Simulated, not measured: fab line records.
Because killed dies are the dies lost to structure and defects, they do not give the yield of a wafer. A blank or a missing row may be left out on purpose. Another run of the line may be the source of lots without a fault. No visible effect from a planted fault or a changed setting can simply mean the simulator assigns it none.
fab line records	flow nand-harc
[record] lots = 7	wafers = 19	last-day = 25
route steps=1159 shown A_BLC@967
lots that met no fault: taken from a fault-free run of the same line
start-h: hours from the record's first day to the start of the lot's first wafer shown	wait-h: time in hours since the lot's previous step	" as in the row above	L1.1+2: several wafers, shown together as one row	- either no value or no given start	* or withheld: withheld	< > ~ a bound
route shown NAME@n: a module of which the file shows steps, and the number in the route of the first	usual: mean/standard deviation of fault-free wafers	same: alike in all rows	chamber/n: place in a boat	sites: each site's reading	_std_site: how widely they spread, as a standard deviation	_edge_site: inner sites' mean taken away from outer sites' mean	radius-mm: how far each site lies from the wafer's centre	mask NAME#n: copy n	behind: the tool/chamber that last shaped the wafer	hold: what put the lot on hold/how long, in hours/how the hold closed	device: the n, p or np transistor that did not switch	end of line: the tests these same wafers got at the end of their route	a step without rows: its recipe alone	killed: dies lost to structure and defects at the first sort, not the wafer's yield	map: dies across one wafer; x = killed, . = not, _ = none there
set.NAME: the run value of the setting; set.NAME@STEP: its run value at that earlier step	model.NAME: the simulator's own value behind a step, which no gauge read
lots at some steps of the route; a table a step, a row a wafer
services: the hour from which a tool's chamber was out of use, counted from the record's first day as start-h (under 0 if before that day), plus the number of hours and why
[[steps]]
[step NHARC_A_BLC_COAT_03]
[recipe] temp-c = 225	time-s = 65
[step NHARC_A_BLC_COAT_04]
[recipe] spin-rpm = 1500	resist-thk-nm = 90
[step NHARC_A_BLC_SOFTBAKE_05]
[recipe] temp-c = 105	time-s = 55
[step NHARC_A_BLC_EBR_06]
[step NHARC_A_BLC_EXPOSE_07]
[recipe] na = 1.35	target-cd-nm = 100	dose-mj = 67.97	mask-id = A_BLC
[step NHARC_A_BLC_PEB_08]
[recipe] peb-temp-c = 100	peb-time-s = 65
[step NHARC_A_BLC_DEVELOP_09]
[recipe] develop-time-s = 35	dev-temp-c = 23
[step NHARC_A_BLC_CD_MEAS_10]
[recipe] target-cd-nm = 100	landing-energy-ev = 500
[usual] cd-nm = 100.2/0.42
lot.wafer	tool	chamber	start-h	wait-h	cd-nm
L350.1	cd-sem-03	0	403.78	-	100.3
L350.2	"	0	"	"	100.2
L350.3	"	0	"	"	100.6
L357.2	cd-sem-03	0	445.00	-	100.3
L357.3	"	0	"	"	99.5
L357.6	"	0	"	"	99.4
L364.5	cd-sem-01	0	495.18	-	100.1
L364.6	"	0	"	"	100.5
L368.4	cd-sem-01	0	501.74	-	100.4
L368.5	"	0	"	"	101.0
L369.2	cd-sem-01	0	514.44	-	100.4
L369.5	"	0	"	"	99.0
L369.6	"	0	"	"	99.9
L370.2	cd-sem-01	0	515.60	-	100.4
L370.5	"	0	"	"	100.6
L370.6	"	0	"	"	100.8
L372.1	cd-sem-03	0	539.98	-	100.0
L372.3	"	0	"	"	99.8
L372.6	"	0	"	"	100.2
[step NHARC_A_BLC_OVL_MEAS_11]
[usual] overlay-x-nm = 0.1/0.88	overlay-y-nm = 0.1/1
lot.wafer	tool	chamber	start-h	wait-h	overlay-x-nm	overlay-y-nm
L350.1	overlay-01	-	403.88	-	0.4	-1.3
L350.2	"	-	"	"	-0.4	-1.3
L350.3	"	-	"	"	0.1	-1.5
L357.2	overlay-01	-	445.09	-	-0.1	-1.8
L357.3	"	-	"	"	0.0	-1.0
L357.6	"	-	"	"	0.0	-0.7
L364.5	overlay-02	-	495.26	-	0.6	0.3
L364.6	"	-	"	"	0.3	0.6
L368.4	overlay-01	-	501.83	-	0.0	0.3
L368.5	"	-	"	"	-0.6	-0.2
L369.2	overlay-01	-	514.53	-	1.5	0.3
L369.5	"	-	"	"	1.2	0.6
L369.6	"	-	"	"	1.6	0.4
L370.2	overlay-02	-	515.69	-	-0.2	0.3
L370.5	"	-	"	"	-0.9	0.0
L370.6	"	-	"	"	-0.3	0.0
L372.1	overlay-01	-	540.07	-	0.8	-1.7
L372.3	"	-	"	"	0.7	-1.5
L372.6	"	-	"	"	0.8	-1.6
[step NHARC_A_BLC_INSPECT_12]
[usual] raw-defect-count = 34/16
lot.wafer	tool	chamber	start-h	wait-h	raw-defect-count
L350.1	defect-inspect-01	-	403.92	0.0	19
L350.2	"	-	"	"	16
L350.3	"	-	"	"	23
L357.2	defect-inspect-02	-	445.12	0.0	42
L357.3	"	-	"	"	43
L357.6	"	-	"	"	50
L364.5	defect-inspect-02	-	495.30	0.0	31
L364.6	"	-	"	"	33
L368.4	defect-inspect-01	-	501.86	0.0	52
L368.5	"	-	"	"	47
L369.2	defect-inspect-02	-	514.57	0.0	72
L369.5	"	-	"	"	42
L369.6	"	-	"	"	68
L370.2	defect-inspect-01	-	515.74	0.1	43
L370.5	"	-	"	"	45
L370.6	"	-	"	"	53
L372.1	defect-inspect-01	-	540.11	0.0	16
L372.3	"	-	"	"	26
L372.6	"	-	"	"	18
[step NHARC_A_BLC_DESCUM_15]
[recipe] time-s = 3	o2-flow-sccm = 200	ar-flow-sccm = 0	bias-power-w = 0	chemistry = O2
[usual] drypump-motor-current-A = 5.8/0.61	oes-product-au = 0.998/0.0076	rf-vpp-V = 57.9/0.98	showerhead-plenum-p-Torr = 1.96/0.079	throttle-valve-pct = 11.311/0.0089
lot.wafer	tool	chamber	start-h	wait-h	drypump-motor-current-A	oes-product-au	rf-hours-counter-h	rf-vpp-V	showerhead-plenum-p-Torr	throttle-valve-pct
L350.2	rie-diel-12	1	403.99	0.1	6.6	1.005	2	58.0	2.05	11.316
L350.1	"	2	"	"	5.0	1.008	2	58.9	2.02	11.311
L350.3	"	3	"	"	5.3	1.003	2	57.1	1.84	11.307
L357.2	rie-diel-11	0	445.19	0.1	6.5	1.005	26	58.7	1.93	11.328
L357.3	"	2	"	"	5.4	1.004	25	57.6	1.96	11.321
L357.6	"	0	"	"	6.5	1.019	-	59.6	1.93	11.311
L364.6	rie-diel-12	3	495.39	0.1	5.3	0.988	-	57.6	1.83	11.332
L364.5	"	2	"	"	5.0	0.994	-	58.2	2.01	11.310
L368.5	rie-diel-12	1	501.97	0.1	6.6	0.995	-	57.9	2.05	11.314
L368.4	"	2	"	"	5.0	0.998	-	59.1	2.01	11.305
L369.2	rie-diel-12	2	514.64	0.1	5.0	0.999	15	57.8	2.01	11.302
L369.6	"	0	"	"	6.7	0.998	-	57.1	2.03	11.303
L369.5	"	1	"	"	6.6	0.993	-	57.7	2.05	11.311
L370.2	rie-diel-13	0	515.81	0.1	5.8	0.983	5	58.3	1.90	11.304
L370.5	"	3	"	"	6.0	0.996	-	58.3	1.95	11.314
L370.6	"	0	"	"	5.8	0.983	-	57.1	1.90	11.324
L372.3	rie-diel-13	2	540.19	0.1	5.6	0.990	7	56.7	1.95	11.300
L372.1	"	3	"	"	6.1	0.996	6	58.9	1.95	11.299
L372.6	"	1	"	"	5.6	1.004	-	56.6	1.86	11.315
[step NHARC_A_BLC_ETCH_16]
[recipe] target-depth-a = 390	over-etch-frac = 0.3	time-s = 65	ion-energy-ev = 80	cf4-flow-sccm = 150	ar-flow-sccm = 0	rf-w = 300	bias-w = 100	chemistry = CF4
[usual] drypump-motor-current-A = 5.8/0.59	oes-product-au = 0.999/0.0084	rf-vpp-V = 151.8/1.3	run-length-s = 86.3/0.58	showerhead-plenum-p-Torr = 1.80/0.069	throttle-valve-pct = 13.285/0.0088
lot.wafer	tool	chamber	start-h	wait-h	drypump-motor-current-A	oes-product-au	rf-hours-counter-h	rf-vpp-V	run-length-s	showerhead-plenum-p-Torr	throttle-valve-pct
L350.2	rie-diel-12	0	404.06	0.1	6.7	1.006	2	154.6	87.2	1.87	13.291
L350.3	"	1	"	"	6.6	0.995	2	151.1	86.0	1.89	13.287
L350.1	"	3	"	"	5.3	1.000	2	151.8	87.0	1.70	13.276
L357.3	rie-diel-11	2	445.27	0.1	5.4	0.991	25	151.9	86.4	1.81	13.291
L357.2	"	0	"	"	6.5	1.001	26	151.0	85.4	1.78	13.276
L357.6	"	1	"	"	5.5	1.001	-	150.1	86.0	1.69	13.282
L364.6	rie-diel-12	2	495.48	0.1	5.0	1.000	-	152.4	87.2	1.86	13.273
L364.5	"	3	"	"	5.3	0.998	-	149.9	86.3	1.70	13.290
L368.5	rie-diel-12	1	502.05	0.1	6.6	1.001	-	151.9	86.1	1.89	13.278
L368.4	"	2	"	"	5.0	0.996	-	151.9	87.3	1.85	13.279
L369.2	rie-diel-12	2	514.73	0.1	4.9	1.011	15	153.1	87.5	1.85	13.284
L369.6	"	3	"	"	5.3	0.993	-	149.8	86.7	1.70	13.266
L369.5	"	0	"	"	6.7	0.999	-	152.9	86.5	1.86	13.319
L370.2	rie-diel-13	3	515.90	0.1	6.1	1.004	5	151.2	85.9	1.80	13.283
L370.5	"	1	"	"	5.6	1.007	-	150.3	86.4	1.72	13.289
L370.6	"	2	"	"	5.6	0.992	-	152.6	85.3	1.80	13.288
L372.1	rie-diel-13	0	540.27	0.1	5.8	0.985	7	150.7	86.5	1.76	13.293
L372.3	"	1	"	"	5.6	0.997	7	150.0	85.9	1.72	13.279
L372.6	"	3	"	"	6.1	0.993	-	152.2	86.0	1.80	13.286
[step NHARC_A_BLC_ETCH_17]
[recipe] target-depth-a = 3900	over-etch-frac = 0.25	time-s = 609.38	ion-energy-ev = 200	n2-flow-sccm = 150	h2-flow-sccm = 150	ar-flow-sccm = 0	rf-w = 400	bias-w = 150	chemistry = N2/H2
[usual] drypump-motor-current-A = 5.8/0.6	n2-flow-sccm = 150.0/0.44	oes-product-au = 0.996/0.0084	rf-vpp-V = 431.6/2.7	run-length-s = 630.7/0.56	showerhead-plenum-p-Torr = 2.08/0.088	throttle-valve-pct = 14.171/0.01
lot.wafer	tool	chamber	start-h	wait-h	drypump-motor-current-A	n2-flow-sccm	oes-product-au	rf-hours-counter-h	rf-vpp-V	run-length-s	showerhead-plenum-p-Torr	throttle-valve-pct	model.A_BLC.cd-nm
L350.3	rie-diel-12	3	404.20	-	5.4	149.5	1.004	2	428.6	630.7	1.96	14.170	100.2
L350.1	"	0	"	"	6.8	150.3	0.989	3	433.9	630.7	2.17	14.188	101.5
L350.2	"	1	"	"	6.6	149.9	0.993	3	435.2	630.0	2.19	14.170	99.17
L357.3	rie-diel-11	2	445.36	-	5.4	150.7	1.006	25	432.3	630.3	2.09	14.163	97.75
L357.2	"	0	"	"	6.5	150.2	1.005	26	430.8	630.2	2.05	14.154	99.68
L357.6	"	3	"	"	5.4	150.0	1.017	-	434.8	630.6	2.21	14.167	98.34
L364.5	rie-diel-12	3	495.80	-	5.4	149.4	0.986	-	427.2	631.2	1.95	14.179	100.4
L364.6	"	1	"	"	6.6	150.2	0.991	-	433.4	391.4	2.19	14.166	104.6
L368.4	rie-diel-12	3	502.37	-	5.3	150.4	1.000	-	429.4	391.6	1.95	14.158	104.6
L368.5	"	1	"	"	6.6	150.5	0.990	-	434.8	630.2	2.19	14.159	100.8
L369.2	rie-diel-12	2	514.85	-	5.0	149.9	1.000	15	432.7	631.9	2.15	14.164	101
L369.6	"	1	"	"	6.6	149.9	0.988	-	436.1	391.3	2.19	14.162	102.6
L369.5	"	2	"	"	5.0	149.9	1.002	-	433.4	631.4	2.15	14.166	99.06
L370.2	rie-diel-13	3	515.98	-	6.1	149.2	0.984	5	431.8	630.9	2.08	14.164	99.8
L370.5	"	3	"	"	6.1	149.4	0.987	-	431.1	630.8	2.09	14.179	99.71
L370.6	"	0	"	"	5.8	150.1	0.976	-	430.8	630.7	2.03	14.154	102.4
L372.1	rie-diel-13	1	540.35	-	5.6	150.1	1.005	7	428.4	630.5	1.98	14.165	98.58
L372.3	"	3	"	"	6.1	150.0	0.994	7	431.5	630.2	2.08	14.165	99.12
L372.6	"	1	"	"	5.6	149.7	1.004	-	428.2	630.9	1.98	14.145	99.34
[step NHARC_A_BLC_ETCH_18]
[recipe] target-depth-a = 9100	c4f8-flow-sccm = 20	o2-flow-sccm = 10	ar-flow-sccm = withheld	rf-w = 600	bias-w = 1500	chemistry = C4F8/O2/Ar
[usual] oes-product-au = 0.957/0.02	rf-vpp-V = 981/5.4
lot.wafer	tool	chamber	start-h	wait-h	oes-product-au	rf-hours-counter-h	rf-vpp-V	model.A_BLC.cd-nm
L350.3	rie-diel-12	3	-	-	0.980	3	973	100.4
L350.1	"	0	"	"	0.963	3	986	100.9
L350.2	"	1	"	"	0.967	3	989	98.17
L357.2	rie-diel-11	3	-	-	0.964	26	988	100.4
L357.3	"	0	"	"	0.963	26	979	97.3
L357.6	"	0	"	"	0.962	-	978	97.19
L364.6	rie-diel-12	3	-	-	0.927	-	973	103.1
L364.5	"	2	"	"	0.925	-	985	98.29
L368.5	rie-diel-12	3	-	-	0.975	-	972	98.45
L368.4	"	2	"	"	0.981	-	986	102.3
L369.2	rie-diel-12	2	-	-	0.973	16	985	99.94
L369.5	"	0	"	"	0.963	-	984	98.57
L369.6	"	1	"	"	0.967	-	988	102.5
L370.2	rie-diel-13	0	-	-	0.943	5	977	98.93
L370.6	"	1	"	"	0.967	-	975	102.7
L370.5	"	2	"	"	0.956	-	981	98.39
L372.1	rie-diel-13	2	-	-	0.956	8	982	98.91
L372.3	"	1	"	"	0.961	8	975	99.93
L372.6	"	2	"	"	0.969	-	981	100.7
[step NHARC_A_BLC_CD_MEAS_19]
[usual] cd-nm = 99.3/1.4
lot.wafer	tool	chamber	start-h	wait-h	cd-nm
L350.1	cd-sem-01	-	404.94	-	101.0
L350.2	"	-	"	"	98.4
L350.3	"	-	"	"	100.1
L357.2	cd-sem-01	-	446.15	-	100.2
L357.3	"	-	"	"	97.4
L357.6	"	-	"	"	97.3
L364.5	cd-sem-02	-	496.52	-	98.5
L364.6	"	-	"	"	102.9
L368.4	cd-sem-02	-	503.09	-	102.4
L368.5	"	-	"	"	98.5
L369.2	cd-sem-03	-	515.61	-	100.1
L369.5	"	-	"	"	98.2
L369.6	"	-	"	"	102.2
L370.2	cd-sem-02	-	516.77	-	99.0
L370.5	"	-	"	"	98.6
L370.6	"	-	"	"	102.6
L372.1	cd-sem-03	-	541.14	-	99.1
L372.3	"	-	"	"	99.9
L372.6	"	-	"	"	100.5
[[services]]
tool	chamber	start-h	hours	kind
rie-diel-12	0	388.40	-	clean
rie-diel-12	1	388.40	-	clean
rie-diel-12	2	388.40	-	clean
rie-diel-12	3	388.40	-	clean
rie-diel-12	0	412.93	-	clean
rie-diel-12	1	412.93	-	clean
rie-diel-12	2	412.93	-	clean
rie-diel-12	3	412.93	-	clean
rie-diel-12	0	437.43	-	clean
rie-diel-12	1	437.43	-	clean
rie-diel-12	2	437.43	-	clean
rie-diel-12	3	437.43	-	clean
rie-diel-13	-	453.10	9.0	pm
rie-diel-12	0	462.02	-	clean
rie-diel-12	1	462.02	-	clean
rie-diel-12	2	462.02	-	clean
rie-diel-12	3	462.02	-	clean
rie-diel-12	0	486.52	-	clean
rie-diel-12	1	486.52	-	clean
rie-diel-12	2	486.52	-	clean
rie-diel-12	0	488.47	15.5	repair
rie-diel-12	3	533.44	8.5	repair
rie-diel-13	3	534.69	4.3	repair
rie-diel-11	0	539.67	1.9	repair
[[key]]
[first-sign] step = NHARC_A_BLC_ETCH_17	reading = run-length-s	direction = down	sigmas = 99+	usual = *	struck = *
[effect] step = NHARC_A_BLC_CD_MEAS_19	reading = cd-nm	direction = up	sigmas = 2.3	usual = 99.3	struck = 102.5
[model-effect] step = NHARC_A_BLC_ETCH_17	value = A_BLC.cd-nm	without = 100.3	struck = 103.9
[model-effect] step = NHARC_A_BLC_ETCH_18	value = A_BLC.cd-nm	without = 99.06	struck = 102.6
met-at NHARC_A_BLC_ETCH_17
struck-wafers L364.6,L368.4,L369.6
later-rows-left-out L364.6,L368.4,L369.6
sort-left-out L364.6,L368.4,L369.6
tester-left-out L364,L368,L369
onset-between 404.20 495.80
[fault] kind = process-parameter-drift	tool = rie-diel-12	chamber = -	onset-h = 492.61	steps = NHARC_A_BLC_ETCH_17	channel = time-s	offset = *	shape = step	end-h = 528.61	scope = struck-wafers-only	acts-in = *	stated = *
// tester-left-out: of these lots the tester's yield and bins aren't shown, on N5 and GAA mostly nor the transistor test; their killed dies are dies lost to structure and defects alone, not to doping, threshold or leakage, so they don't give the yield
// sort-left-out: the simulated sort isn't trusted on such a fault, so these wafers' sort isn't shown, and their yield isn't known
// later-rows-left-out: the simulator's readings of these wafers behind a module that went badly wrong aren't trusted and aren't shown, but for the sort
